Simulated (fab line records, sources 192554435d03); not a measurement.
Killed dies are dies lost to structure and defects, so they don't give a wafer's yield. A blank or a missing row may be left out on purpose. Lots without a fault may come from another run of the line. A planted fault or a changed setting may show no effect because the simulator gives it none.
fab line records | flow n5_finfet | part 2 of 2: steps 5 to 6 of 6
record lots=23 wafers=69 last_day=17
route steps=1938 shown BEOL_M1@753
lots that met no fault: from a run of the same line without faults
start_h: hours from the record's first day to the start of the lot's first wafer shown | wait_h: hours since the lot's step before | " the same as in the row above | L1.1+2: a row that stands for several wafers | - no value, or no start given | * or withheld: withheld | < > ~ a bound
route shown NAME@n: a module of which the file shows steps, and the number in the route of the first | usual: mean/standard deviation of fault-free wafers | same: alike in all rows | chamber/n: place in a boat | sites: the reading at each site | _std_site: their standard deviation | _edge_site: outer sites' mean less inner sites' | radius_mm: how far each site lies from the wafer's centre | mask NAME#n: copy n | behind: the tool/chamber that last shaped the wafer | hold: why the lot was held/for how many hours/how that ended | device: the transistor (n, p or np) that didn't switch | end of line: the same wafers' tests at the end of the route | a step without rows: its recipe alone | killed: dies lost to structure and defects at the first sort, not the wafer's yield | map: a wafer's dies, x killed, . not, _ none there
set.NAME: the setting as run; set.NAME@STEP: as run at that earlier step | model.NAME: the simulator's own value behind a step, which no gauge read
steps of the route over a sample of lots; a table a step, a row a wafer
services: from which hour (start_h, from the record's first day; less than 0 if before it) a tool's chamber was out of use, for how many hours, and why
## steps
# step N5_BEOL_M1_STRIP_36
# recipe chemistry=N2/H2 power_w=450 temp_c=40 pressure_mtorr=20 rf_frequency_hz=6e+07 overash_fraction=0.3 bias_power_w=7 h2_frac=0.5 n2_flow_sccm=200 h2_flow_sccm=200
# usual chamber_pressure_mTorr=19.995/0.03 drypump_motor_current_A=5.7/0.42 h2_flow_sccm=199.9/0.62 oes_product_au=0.80/0.086 rf_vpp_V=59.3/1.5 showerhead_plenum_p_Torr=2.51/0.094 throttle_valve_pct=23.63/0.2
# columns lot.wafer tool chamber start_h wait_h chamber_pressure_mTorr drypump_motor_current_A h2_flow_sccm oes_product_au rf_hours_counter_h rf_vpp_V showerhead_plenum_p_Torr throttle_valve_pct
L074.3 rie_diel-02 2 153.91 0.0 20.007 5.8 199.9 0.68 217 58.9 2.52 23.59
L074.4 " 1 " " 20.020 5.2 200.1 0.93 17 58.9 2.49 23.43
L074.5 " 2 " " 19.980 5.8 199.9 0.70 - 59.7 2.52 23.63
L075.2 rie_diel-02 0 158.11 0.0 19.998 5.0 199.8 0.79 140 58.9 2.36 23.77
L075.3 " 2 " " 19.985 5.8 199.6 0.68 218 59.9 2.52 23.64
L075.5 " 1 " " 20.018 5.2 199.7 0.93 - 60.4 2.49 23.45
L076.1 rie_diel-04 1 158.15 0.0 19.962 6.2 200.8 0.82 90 57.9 2.57 23.52
L076.2 " 0 " " 20.006 6.4 200.3 0.79 105 57.5 2.34 23.71
L076.4 " 0 " " 19.987 6.3 199.8 0.78 - 59.7 2.34 23.68
L077.4 rie_diel-03 3 158.34 0.0 19.974 6.2 200.2 0.81 - 60.0 2.67 23.41
L077.5 " 2 " " 19.988 5.7 199.4 0.86 - 58.9 2.58 23.54
L077.6 " 0 " " 19.980 5.4 199.8 0.72 - 60.7 2.53 24.16
L078.2 rie_diel-03 2 164.64 0.0 19.982 5.7 199.6 0.85 51 61.0 2.58 23.53
L078.3 " 0 " " 19.985 5.4 200.2 0.72 180 58.0 2.53 24.16
L078.6 " 0 " " 19.989 5.4 199.6 0.72 - 60.4 2.53 24.17
L079.2 rie_diel-02 3 167.45 0.0 19.992 5.5 200.0 0.73 156 59.3 2.53 23.52
L079.3 " 1 " " 20.000 5.2 199.3 0.93 21 56.6 2.49 23.46
L079.4 " 2 " " 19.978 5.8 199.4 0.68 221 57.3 2.52 23.61
L080.2 rie_diel-03 3 167.49 0.0 19.969 6.3 199.4 0.80 98 58.3 2.67 23.42
L080.4 " 2 " " 19.977 5.7 199.9 0.84 - 59.5 2.58 23.54
L080.5 " 0 " " 19.983 5.4 200.2 0.72 - 61.8 2.52 24.18
L081.2 rie_diel-04 3 170.85 0.0 20.001 6.1 199.6 0.97 3 60.3 2.49 23.36
L081.5 " 0 " " 19.984 6.3 200.5 0.78 - 57.0 2.34 23.75
L081.6 " 3 " " 19.980 6.1 200.3 0.98 - 58.6 2.49 23.33
L082.1 rie_diel-04 1 172.01 0.0 19.997 6.2 199.3 0.78 96 60.1 2.57 23.59
L082.2 " 0 " " 20.021 6.4 200.3 0.77 112 58.0 2.34 23.72
L082.6 " 3 " " 19.956 6.0 199.2 0.98 - 58.9 2.49 23.36
L083.4 rie_diel-03 3 183.01 0.0 19.980 6.3 198.9 0.81 104 58.7 2.66 23.44
L083.5 " 1 " " 20.005 5.8 200.1 0.99 - 61.2 2.62 23.73
L083.6 " 2 " " 19.977 5.7 198.9 0.85 - 59.6 2.58 23.51
L085.1 rie_diel-02 2 205.69 0.0 19.966 5.8 199.3 0.68 232 59.1 2.52 23.66
L085.4 " 3 " " 20.040 5.4 201.3 0.74 - 61.2 2.53 23.55
L085.5 " 2 " " 19.992 5.8 199.7 0.69 - 59.5 2.52 23.62
L084.2 rie_diel-02 2 209.04 0.0 20.052 5.8 199.3 0.68 233 58.1 2.51 23.61
L084.4 " 2 " " 20.000 5.8 198.4 0.67 - 59.6 2.52 23.63
L084.6 " 3 " " 19.953 5.4 200.1 0.72 - 59.8 2.53 23.51
L086.1 rie_diel-02 2 214.21 0.0 20.010 5.8 200.3 0.68 235 58.3 2.51 23.64
L086.4 " 2 " " 19.981 5.8 199.9 0.69 - 59.0 2.51 23.63
L086.6 " 3 " " 19.978 5.4 199.4 0.73 - 58.3 2.53 23.51
L087.1 rie_diel-02 1 218.97 0.0 19.965 5.2 200.2 0.89 33 57.9 2.48 23.48
L087.2 " 3 " " 19.995 5.5 199.5 0.72 172 59.4 2.52 23.50
L087.3 " 0 " " 20.038 5.0 199.1 0.78 159 61.5 2.35 23.78
L088.1 rie_diel-04 1 219.04 0.0 20.008 6.2 198.8 0.79 112 60.0 2.56 23.59
L088.3 " 2 " " 19.963 5.5 199.7 0.96 10 60.0 2.59 23.51
L088.4 " 3 " " 19.999 6.0 200.3 0.93 19 59.2 2.49 23.38
L089.4 rie_diel-02 1 222.58 0.0 19.976 5.2 199.8 0.89 34 59.2 2.48 23.45
L089.5 " 0 " " 20.002 5.0 198.8 0.77 - 57.4 2.35 23.84
L089.6 " 3 " " 20.003 5.5 200.2 0.71 - 57.5 2.52 23.53
L090.1 rie_diel-04 0 229.13 0.0 19.962 6.3 199.4 0.75 130 58.8 2.33 23.71
L090.2 " 3 " " 20.029 6.1 200.0 0.92 22 60.9 2.48 23.41
L090.3 " 1 " " 20.000 6.2 200.1 0.79 115 58.9 2.56 23.60
L091.1 rie_diel-04 1 229.50 0.0 19.949 6.2 200.3 0.79 115 58.2 2.56 23.61
L091.3 " 2 " " 20.008 5.5 199.1 0.94 13 62.1 2.59 23.48
L091.6 " 0 " " 20.037 6.4 199.8 0.76 - 58.8 2.33 23.76
L092.1 rie_diel-03 2 237.62 0.0 20.003 5.8 199.9 0.82 74 61.2 2.57 23.56
L092.4 " 1 " " 19.997 5.8 199.8 0.93 19 58.5 2.61 23.72
L092.5 " 2 " " 20.050 5.7 200.0 0.82 - 58.8 2.57 23.57
L093.1 rie_diel-02 0 241.03 0.0 20.035 5.0 200.4 0.78 166 59.0 2.35 23.82
L093.4 " 2 " " 20.016 5.7 200.5 0.67 244 57.4 2.51 23.63
L093.6 " 2 " " 19.984 5.7 199.6 0.66 - 60.2 2.51 23.66
L094.2 rie_diel-04 0 254.40 0.0 20.015 6.4 198.8 0.76 135 59.1 2.33 23.73
L094.3 " 3 " " 20.019 6.1 200.0 0.89 28 59.6 2.48 23.39
L094.6 " 2 " " 19.974 5.5 200.5 0.92 - 60.0 2.58 23.48
L095.2 rie_diel-04 1 266.15 0.0 20.003 6.2 198.3 0.77 123 60.3 2.55 23.61
L095.4 " 3 " " 19.998 6.0 200.4 0.90 30 59.3 2.48 23.39
L095.5 " 0 " " 19.941 6.4 200.7 0.77 - 59.6 2.33 23.74
L097.2 rie_diel-03 1 273.66 0.0 19.999 5.8 200.5 0.90 27 63.0 2.61 23.74
L097.3 " 3 " " 19.989 6.3 200.2 0.79 130 58.3 2.65 23.44
L097.5 " 1 " " 19.972 5.8 200.9 0.91 - 60.6 2.61 23.73
# step N5_BEOL_M1_SPUTTER_79
# recipe material=Cu target_thk_a=45 temp_c=-20 chamber_pressure_pa=0.07 power_w=withheld time_s=8.29
# usual throttle_valve_pct=30.5/0.78
# columns lot.wafer tool chamber start_h wait_h throttle_valve_pct
L074.3 pvd_sputter-01 - 155.89 0.1 30.5
L074.4 " - " " 29.7
L074.5 " - " " 30.3
L075.2 pvd_sputter-03 - 159.88 0.1 31.8
L075.3 " - " " 30.5
L075.5 " - " " 30.6
L076.1 pvd_sputter-01 - 161.51 0.1 29.8
L076.2 " - " " 30.5
L076.4 " - " " 30.6
L077.4 pvd_sputter-03 - 161.76 0.0 31.8
L077.5 " - " " 30.4
L077.6 " - " " 30.6
L078.2 pvd_sputter-01 - 165.98 0.1 30.4
L078.3 " - " " 30.4
L078.6 " - " " 29.7
L079.2 pvd_sputter-03 - 169.06 0.1 30.6
L079.3 " - " " 30.5
L079.4 " - " " 30.9
L080.2 pvd_sputter-01 - 169.24 0.1 29.5
L080.4 " - " " 30.5
L080.5 " - " " 29.6
L081.2 pvd_sputter-02 - 172.54 0.1 32.7
L081.5 " - " " 30.5
L081.6 " - " " 29.4
L082.1 pvd_sputter-03 - 173.52 0.1 31.9
L082.2 " - " " 30.5
L082.6 " - " " 31.9
L083.4 pvd_sputter-03 - 184.56 0.1 32.0
L083.5 " - " " 31.7
L083.6 " - " " 30.4
L085.1 pvd_sputter-01 - 207.77 0.1 29.7
L085.4 " - " " 30.4
L085.5 " - " " 29.4
L084.2 pvd_sputter-01 - 211.01 0.1 29.7
L084.4 " - " " 30.7
L084.6 " - " " 30.2
L086.1 pvd_sputter-01 - 219.13 0.1 29.8
L086.4 " - " " 30.4
L086.6 " - " " 29.9
L087.1 pvd_sputter-02 - 220.64 0.1 30.7
L087.2 " - " " 32.6
L087.3 " - " " 29.9
L088.1 pvd_sputter-03 - 220.89 0.1 30.7
L088.3 " - " " 31.6
L088.4 " - " " 30.2
L089.4 pvd_sputter-01 - 225.48 0.1 29.9
L089.5 " - " " 30.5
L089.6 " - " " 30.5
L090.1 pvd_sputter-01 - 230.68 0.1 30.6
L090.2 " - " " 29.5
L090.3 " - " " 29.7
L091.1 pvd_sputter-03 - 231.69 0.1 32.0
L091.3 " - " " 30.6
L091.6 " - " " 30.9
L092.1 pvd_sputter-02 - 239.19 0.1 30.6
L092.4 " - " " 31.4
L092.5 " - " " 29.5
L093.1 pvd_sputter-01 - 244.16 0.1 30.4
L093.4 " - " " 29.7
L093.6 " - " " 30.4
L094.2 pvd_sputter-02 - 256.05 0.1 30.9
L094.3 " - " " 31.2
L094.6 " - " " 30.8
L095.2 pvd_sputter-01 - 267.61 0.1 30.2
L095.4 " - " " 30.6
L095.5 " - " " 30.0
L097.2 pvd_sputter-01 - 275.54 0.1 30.6
L097.3 " - " " 30.6
L097.5 " - " " 30.0
## services
# columns tool chamber start_h hours kind
pecvd-01 - 132.82 0.8 repair
pvd_sputter-02 - 140.26 0.6 repair
pecvd-04 - 144.83 28.1 pm
rie_diel-03 1 144.94 3.3 repair
rie_diel-03 1 148.25 - clean
rie_diel-03 1 148.25 - consumable_replace:esc
rie_diel-03 1 148.25 - consumable_replace:focus_ring
rie_diel-03 1 148.25 23.6 scheduled_down
rie_diel-03 1 148.25 23.6 vent_cycle
ald_sin-04 3 161.32 9.1 repair
pecvd-01 - 167.36 1.7 repair
ald_sin-01 - 178.60 14.0 pm
rie_diel-02 - 197.02 0.7 repair
pecvd-01 - 200.16 2.8 pm
rie_diel-02 1 204.40 10.7 repair
ald_sin-04 1 221.87 4.1 repair
rie_diel-03 0 239.43 7.2 repair
ald_sin-02 - 248.91 2.8 pm
ald_sin-04 2 255.77 4.5 repair
pecvd-01 - 258.95 5.1 repair
rie_diel-02 0 259.82 6.2 repair
rie_diel-02 2 266.34 - clean
rie_diel-02 2 266.34 - consumable_replace:focus_ring
ald_sin-04 - 268.25 14.0 pm
